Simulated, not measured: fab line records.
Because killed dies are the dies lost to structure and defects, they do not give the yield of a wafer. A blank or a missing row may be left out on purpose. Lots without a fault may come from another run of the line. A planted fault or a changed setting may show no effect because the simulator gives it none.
fab line records | flow nand-harc
record lots=5 wafers=15 last-day=26
route steps=1159 shown A_STAIRCASE@612 END@1159
lots that met no fault: taken from a fault-free run of the same line
start-h: the number of hours between the record's first day and the start of the first shown wafer of the lot | wait-h: hours from the lot's prior step to this one | " as in the row above | L1.1+2: a single row standing in for several wafers | - no value, or no start was given | * or withheld: withheld | < > ~ a bound
route shown NAME@n: names a module that has steps shown in the file, with the first one's number in the route | usual: mean/standard deviation of fault-free wafers | same: alike in all rows | chamber/n: place in a boat | sites: per-site readings | _std_site: the values' standard deviation | _edge_site: inner sites' mean taken away from outer sites' mean | radius-mm: for every site, how far away it sits from the centre of the wafer | mask NAME#n: copy n | behind: the most recent tool/chamber to have shaped the wafer | hold: what put the lot on hold/how long, in hours/how the hold closed | device: the n, p or np transistor that did not switch | end of line: tests run on the same wafers once the route is complete | where a step has no rows: the recipe by itself | killed: at the first sort, the dies lost to defects and structure; wafer yield is something else | map: the dies of a wafer, with x for killed, . for not killed, _ for no die there
set.NAME: the setting that was run; set.NAME@STEP: the one run at that earlier step | model.NAME: the simulator's own value behind a step, which no gauge read
lots at selected steps of the route; one table per step, one row per wafer
services: when a tool's chamber went out of use (start-h, in hours from the record's first day, below 0 if earlier), for how many hours, and the reason
## steps
# step NHARC_A_STAIRCASE_HARDBAKE_218
# recipe temp-c=120 time-s=140
# step NHARC_A_STAIRCASE_DESCUM_219
# recipe time-s=3 o2-flow-sccm=200 ar-flow-sccm=0 bias-power-w=0 chemistry=O2
# step NHARC_A_STAIRCASE_TRIM_220
# recipe time-s=211.2 o2-flow-sccm=500 ar-flow-sccm=0 bias-w=0 chemistry=O2
# usual drypump-motor-current-A=5.7/0.37 oes-product-au=1.003/0.0077 rf-vpp-V=57.9/0.77 run-length-s=232.6/0.45 showerhead-plenum-p-Torr=3.48/0.15 throttle-valve-pct=17.037/0.0089
# same bias-w=0
# columns lot.wafer tool chamber start-h wait-h drypump-motor-current-A oes-product-au rf-hours-counter-h rf-vpp-V run-length-s showerhead-plenum-p-Torr throttle-valve-pct
L548.4 rie-diel-13 0 261.98 0.2 5.5 0.987 56 58.0 232.3 3.60 17.030
L548.1 " 1 " " 5.4 0.995 57 57.9 232.1 3.45 17.034
L548.5 " 3 " " 6.5 0.992 - 58.0 233.0 3.27 17.047
L559.1 rie-diel-13 3 317.35 0.1 6.5 0.999 10 59.2 232.7 3.80 17.044
L559.3 " 1 " " 5.3 0.999 12 57.9 232.1 3.44 17.044
L559.5 " 2 " " 5.7 1.007 - 57.3 232.5 3.33 17.043
L563.3 rie-diel-11 0 339.83 0.1 5.5 1.021 53 57.3 232.7 3.32 17.036
L563.4 " 2 " " 5.8 1.001 53 57.8 232.6 3.45 17.035
L563.6 " 0 " " 5.5 1.012 - 58.0 232.5 3.32 17.023
L566.3 rie-diel-11 3 365.67 0.2 5.8 0.993 64 56.8 232.2 3.44 17.041
L566.4 " 0 " " 5.5 1.005 63 56.6 233.2 3.31 17.021
L566.6 " 1 " " 5.7 1.011 - 57.5 233.6 3.55 17.046
L570.1 rie-diel-13 3 382.95 0.1 6.5 1.003 36 60.1 232.8 3.79 17.050
L570.2 " 1 " " 5.3 1.002 36 59.0 232.1 3.43 17.038
L570.5 " 0 " " 5.5 1.000 - 57.2 232.4 3.57 17.027
# step NHARC_A_STAIRCASE_ETCH_221
# recipe target-depth-a=1000 time-s=40.5 ion-energy-ev=400 c4f8-flow-sccm=20 o2-flow-sccm=10 ar-flow-sccm=withheld rf-w=600 bias-w=1000 chemistry=C4F8/O2
# usual bias-w=1000/3.1 oes-product-au=0.938/0.013 rf-vpp-V=894/5.1
# columns lot.wafer tool chamber start-h wait-h bias-w oes-product-au rf-hours-counter-h rf-vpp-V
L548.4 rie-diel-13 3 - - 998 0.921 59 886
L548.1 " 0 " " 1001 0.922 56 898
L548.5 " 3 " " 1001 0.917 - 886
L559.3 rie-diel-13 1 - - 1003 0.968 12 893
L559.1 " 0 " " 996 0.957 11 898
L559.5 " 1 " " 999 0.951 - 892
L563.3 rie-diel-11 2 - - 994 0.932 53 893
L563.4 " 3 " " 1002 0.926 53 892
L563.6 " 3 " " 999 0.929 - 893
L566.4 rie-diel-11 2 - - 1001 0.960 63 894
L566.3 " 0 " " 1005 0.950 63 888
L566.6 " 3 " " 997 0.942 - 892
L570.1 rie-diel-13 1 - - 1002 0.926 37 894
L570.2 " 2 " " 1000 0.927 37 889
L570.5 " 0 " " 1004 0.934 - 897
# step NHARC_A_STAIRCASE_TRIM_222
# recipe time-s=211.2 o2-flow-sccm=500 ar-flow-sccm=0 bias-w=0 chemistry=O2
# step NHARC_A_STAIRCASE_ETCH_223
# recipe target-depth-a=1000 time-s=40.5 ion-energy-ev=400 c4f8-flow-sccm=20 o2-flow-sccm=10 ar-flow-sccm=withheld rf-w=600 bias-w=1000 chemistry=C4F8/O2
# step NHARC_A_STAIRCASE_TRIM_224
# recipe time-s=211.2 o2-flow-sccm=500 ar-flow-sccm=0 bias-w=0 chemistry=O2
# step NHARC_A_STAIRCASE_ETCH_225
# recipe target-depth-a=1000 time-s=40.5 ion-energy-ev=400 c4f8-flow-sccm=20 o2-flow-sccm=10 ar-flow-sccm=withheld rf-w=600 bias-w=1000 chemistry=C4F8/O2
# usual bias-w=999/3.2 oes-product-au=0.945/0.0099 rf-vpp-V=894/5.2
# columns lot.wafer tool chamber start-h wait-h bias-w oes-product-au rf-hours-counter-h rf-vpp-V
L548.1 rie-diel-13 0 - - 1003 0.926 57 898
L548.4 " 1 " " 999 0.929 57 893
L548.5 " 3 " " 998 0.928 - 885
L559.1 rie-diel-13 0 - - 997 0.945 12 898
L559.3 " 1 " " 995 0.929 13 894
L559.5 " 1 " " 1000 0.937 - 894
L563.3 rie-diel-11 3 - - 995 0.942 53 892
L563.4 " 1 " " 1004 0.966 50 897
L563.6 " 0 " " 996 0.960 - 888
L566.4 rie-diel-11 1 - - 1002 0.948 60 896
L566.3 " 0 " " 993 0.953 63 889
L566.6 " 2 " " 997 0.964 - 892
L570.2 rie-diel-13 1 - - 1003 0.939 37 890
L570.1 " 2 " " 997 0.948 37 887
L570.5 " 0 " " 1000 0.948 - 897
# step NHARC_A_STAIRCASE_TRIM_226
# recipe time-s=211.2 o2-flow-sccm=500 ar-flow-sccm=0 bias-w=0 chemistry=O2
# usual drypump-motor-current-A=5.7/0.33 oes-product-au=1.005/0.0084 rf-vpp-V=57.6/0.88 run-length-s=232.6/0.45 showerhead-plenum-p-Torr=3.47/0.14 throttle-valve-pct=17.036/0.009
# same bias-w=0
# columns lot.wafer tool chamber start-h wait-h drypump-motor-current-A oes-product-au rf-hours-counter-h rf-vpp-V run-length-s showerhead-plenum-p-Torr throttle-valve-pct
L548.1 rie-diel-13 3 - - 6.5 0.992 60 56.9 233.0 3.27 17.037
L548.4 " 1 " " 5.4 1.003 57 57.1 232.2 3.45 17.033
L548.5 " 3 " " 6.5 0.990 - 57.4 232.5 3.27 17.020
L559.1 rie-diel-13 0 - - 5.5 1.011 13 58.8 232.4 3.59 17.050
L559.3 " 2 " " 5.7 1.006 13 56.3 232.1 3.32 17.025
L559.5 " 1 " " 5.3 1.001 - 57.1 232.0 3.44 17.030
L563.3 rie-diel-11 1 - - 5.7 1.023 50 57.7 233.1 3.56 17.030
L563.4 " 2 " " 5.8 1.013 53 58.1 232.5 3.45 17.020
L563.6 " 2 " " 5.8 1.012 - 57.1 232.9 3.45 17.046
L566.3 rie-diel-11 0 - - 5.5 1.006 63 57.1 232.6 3.31 17.027
L566.4 " 1 " " 5.7 1.015 60 57.6 233.1 3.55 17.031
L566.6 " 0 " " 5.5 1.004 - 56.6 232.5 3.31 17.027
L570.1 rie-diel-13 1 - - 5.3 1.005 37 57.3 231.9 3.43 17.031
L570.2 " 2 " " 5.7 1.006 37 56.2 231.9 3.31 17.034
L570.5 " 1 " " 5.4 1.001 - 57.6 231.8 3.43 17.029
# step NHARC_A_STAIRCASE_ETCH_227
# recipe target-depth-a=1000 time-s=40.5 ion-energy-ev=400 c4f8-flow-sccm=20 o2-flow-sccm=10 ar-flow-sccm=withheld rf-w=600 bias-w=1000 chemistry=C4F8/O2
# step NHARC_A_STAIRCASE_TRIM_229
# recipe time-s=211.2 o2-flow-sccm=500 ar-flow-sccm=0 bias-w=0 chemistry=O2
# usual bias-w=0/0 drypump-motor-current-A=5.5/0.37 oes-product-au=1.002/0.0079 rf-vpp-V=57.6/0.89 run-length-s=232.5/0.37 showerhead-plenum-p-Torr=3.51/0.15 throttle-valve-pct=17.036/0.0092
# columns lot.wafer tool chamber start-h wait-h bias-w drypump-motor-current-A oes-product-au rf-hours-counter-h rf-vpp-V run-length-s showerhead-plenum-p-Torr throttle-valve-pct
L548.1 rie-diel-09 0 263.51 0.1 0 4.8 0.999 0 56.1 232.3 3.36 17.049
L548.4 " 1 " " 0 5.4 1.006 0 57.2 232.3 3.81 17.046
L548.5 " 3 " " 0 5.2 1.012 - 58.0 232.3 3.56 17.040
L559.3 rie-diel-09 1 319.79 0.1 0 5.4 0.997 15 58.6 232.3 3.80 17.041
L559.1 " 0 " " 0 4.8 1.000 22 56.8 232.3 3.35 17.041
L559.5 " 1 " " 0 5.4 0.986 - 57.7 232.5 3.80 17.037
L563.4 rie-diel-11 2 340.87 0.1 0 5.8 1.012 53 56.8 232.9 3.45 17.026
L563.3 " 3 " " 0 5.8 0.993 53 56.9 232.4 3.44 17.041
L563.6 " 2 " " 0 5.8 1.008 - 57.0 232.4 3.45 17.027
L566.4 rie-diel-09 1 366.70 0.1 0 5.4 0.985 31 58.8 232.3 3.79 17.054
L566.3 " 2 " " 0 5.3 0.986 34 57.2 232.6 3.54 17.022
L566.6 " 0 " " - 4.8 1.008 - 58.1 149.7 3.34 17.050
L570.1 rie-diel-13 1 385.17 0.1 0 5.3 0.999 37 57.1 232.4 3.43 17.035
L570.2 " 2 " " 0 5.7 1.013 37 57.1 232.0 3.31 17.053
L570.5 " 2 " " 0 5.7 1.019 - 59.0 232.2 3.31 17.041
# step NHARC_A_STAIRCASE_ETCH_230
# recipe target-depth-a=1000 time-s=40.5 ion-energy-ev=400 c4f8-flow-sccm=20 o2-flow-sccm=10 ar-flow-sccm=withheld rf-w=600 bias-w=1000 chemistry=C4F8/O2
# usual bias-w=1000.5/2.7 oes-product-au=0.954/0.014 rf-vpp-V=896/5.5
# columns lot.wafer tool chamber start-h wait-h bias-w oes-product-au rf-hours-counter-h rf-vpp-V
L548.1 rie-diel-09 3 - - 999.2 0.960 0 895
L548.4 " 1 " " 1003.9 0.965 0 906
L548.5 " 3 " " 998.0 0.967 - 897
L559.1 rie-diel-09 1 - - 998.5 0.953 15 905
L559.3 " 0 " " 1000.5 0.986 22 890
L559.5 " 1 " " 999.5 0.955 - 905
L563.3 rie-diel-11 0 - - 1000.3 0.959 53 887
L563.4 " 3 " " 1000.1 0.950 53 893
L563.6 " 0 " " 1001.3 0.950 - 888
L566.4 rie-diel-09 1 - - 998.6 0.958 31 906
L566.3 " 3 " " 1003.5 0.973 39 895
L566.6 " 2 " " 1003.9 0.974 - 897
L570.2 rie-diel-13 2 - - 999.0 0.947 38 888
L570.1 " 1 " " 1001.7 0.945 37 892
L570.5 " 3 " " 1003.3 0.946 - 904
# step NHARC_END_SORT_01
# recipe temp-c=25
# usual killed-at-array=28/11 killed-at-other=0.9/1.2 killed-at-periphery=2.6/2.1 killed-dies=31/11 killed-open=3.1/1.7 killed-short=1.9/1.3
# same gross-dies=677
# columns lot.wafer tool chamber start-h wait-h killed-at-array killed-at-other killed-at-periphery killed-dies killed-open killed-short
L566.6 prober-02 0 633.45 4.0 671 0 2 673 4 3
# killed by level:class
L566.6 A_STAIRCASE:area-trim=614 A_CHANNEL_HOLE_D1:chamber-film-flake=19 A_SLIT:chamber-film-flake=19 A_CONTACT:chamber-film-flake=9 A_STAIRCASE:chamber-film-flake=3 P_M1:geometric-particle:short=1 A_SOURCE_PLATE:geometric-particle:open=1 A_STAIRCASE:geometric-particle:open=1
# map L566.6 (x killed, . not)
____________x____________
_________xxxxxxx_________
_______xxxxxxxxxxx_______
______xxxxxxxxxxxxx______
_____xxxxxxxxxxxxxxx_____
____xxxxxxxxxxxxxxxxx____
____xxxxxxxxxxxxxxxxx____
___xxxxxxxxxxxxxxxxxxx___
___xxxxxxxxxxxxxxxxxxx___
__xxxxxxxxxxxxxxxxxxxxx__
__xxxxxxxxxxxxxxxxxxxxx__
_xxxxxxxxxxxxxxxxxxxxxxx_
_xxxxxxxxxxxxxxxxxxxxxxx_
_xxxxxxxxxxxxxxxxxxxxxxx_
_xxxxxxxxxxxxxxxxxxxxxxx_
_xxxxxxxxxxxxxxxxxxx.xxx_
xxxxxxxxxxxxxxxxxxxxx.xxx
xxxxxxxxxxxxxxxxxxxxxxxxx
xxxxxxxxxxxxxxxxxxxxxxxxx
xxxxxxxxxxxxxxxxxxxxxxxxx
xxxxxxxxxxxxxxxxxxxxxxxxx
_xxxxxxxxxxxxxxxxxxxxxxx_
_xxxxxxxxxxxxxxxxxxxxxxx_
_xxxxxxxxxxxxxxxxxxxxxxx_
_xxxxxxxxxxxxxxxxxxxxxxx_
_xxxxxxxxxxxxxxxxxxxxxxx_
__xxxxxxxxxxxxxxxxxxxxx__
__xxxxxxxxxxxxxxxxxxxxx__
___xxxxxxxxxxxxxxxxxxx___
___xxxxxxxxxxxxxxxxxxx___
____xxxxxxxxxxxxxxxxx____
____xxxxxxxxxxxxxxxxx____
_____x.xxxxxxxxxxxxx_____
______xxxxxxxxxxxxx______
_______xxxxx.xxxxx_______
_________xxxxxxx_________
____________x____________
# map L559.3 (x killed, . not)
____________.____________
_________x......_________
_______..x........_______
______.............______
_____..x............_____
____.xxx.............____
____...x.............____
___...x...x...........___
___..x................___
__...........x.........__
__..x..................__
_.............x........._
_.........x............._
_.....................x._
_......................._
_......................._
........x................
.........................
.........................
x........................
..x......................
_x.......x.............._
_..............x........_
_............x.x........_
_............x.........._
_..x.x.......xx........._
__.....................__
__.............x....x..__
___..........x........___
___.............x.....___
____.................____
____.................____
_____..............._____
______.............______
_______....x......_______
_________......._________
____________.____________
## services
# columns tool chamber start-h hours kind
rie-diel-11 1 241.89 9.1 repair
rie-diel-09 - 254.15 9.0 pm
rie-diel-13 0 255.74 - clean
rie-diel-13 1 255.74 - clean
rie-diel-13 2 255.74 - clean
rie-diel-13 3 255.74 - clean
rie-diel-13 - 276.20 9.0 pm
rie-diel-13 0 276.20 9.0 vent-cycle
rie-diel-13 1 276.20 9.0 vent-cycle
rie-diel-13 2 276.20 9.0 vent-cycle
rie-diel-13 3 276.20 9.0 vent-cycle
rie-diel-13 0 285.20 - clean
rie-diel-13 1 285.20 - clean
rie-diel-13 2 285.20 - clean
rie-diel-13 3 285.20 - clean
rie-diel-13 3 285.20 - consumable-replace:focus-ring
rie-diel-13 3 285.20 - consumable-replace:showerhead
rie-diel-09 1 290.16 10.6 repair
rie-diel-13 0 309.72 - clean
rie-diel-13 1 309.72 - clean
rie-diel-13 2 309.72 - clean
rie-diel-13 3 309.72 - clean
rie-diel-09 - 350.67 2.0 repair
rie-diel-11 - 366.68 9.0 pm
## key
first-sign step=NHARC_A_STAIRCASE_TRIM_229 reading=run-length-s direction=down sigmas=99+ usual=* struck=*
effect step=NHARC_END_SORT_01 reading=killed-at-array direction=up sigmas=60 usual=28 struck=671
more-kills-born-at NHARC_A_STAIRCASE_TRIM_229@rie-diel-09=614
met-at NHARC_A_STAIRCASE_TRIM_229
struck-wafers L566.6
later-rows-left-out L566.6
tester-left-out L566
onset-between 319.79 366.70
fault kind=process-parameter-drift tool=rie-diel-09 chamber=0 onset-h=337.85 steps=NHARC_A_STAIRCASE_TRIM_229 channel=time-s offset=* shape=step end-h=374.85 acts-in=* stated=*
# tester-left-out: of these lots the tester's yield and bins aren't shown, on N5 and GAA mostly nor the transistor test; their killed dies are dies lost to structure and defects alone, not to doping, threshold or leakage, so they don't give the yield
# later-rows-left-out: the simulator's readings of these wafers behind a module that went badly wrong aren't trusted and aren't shown, but for the sort
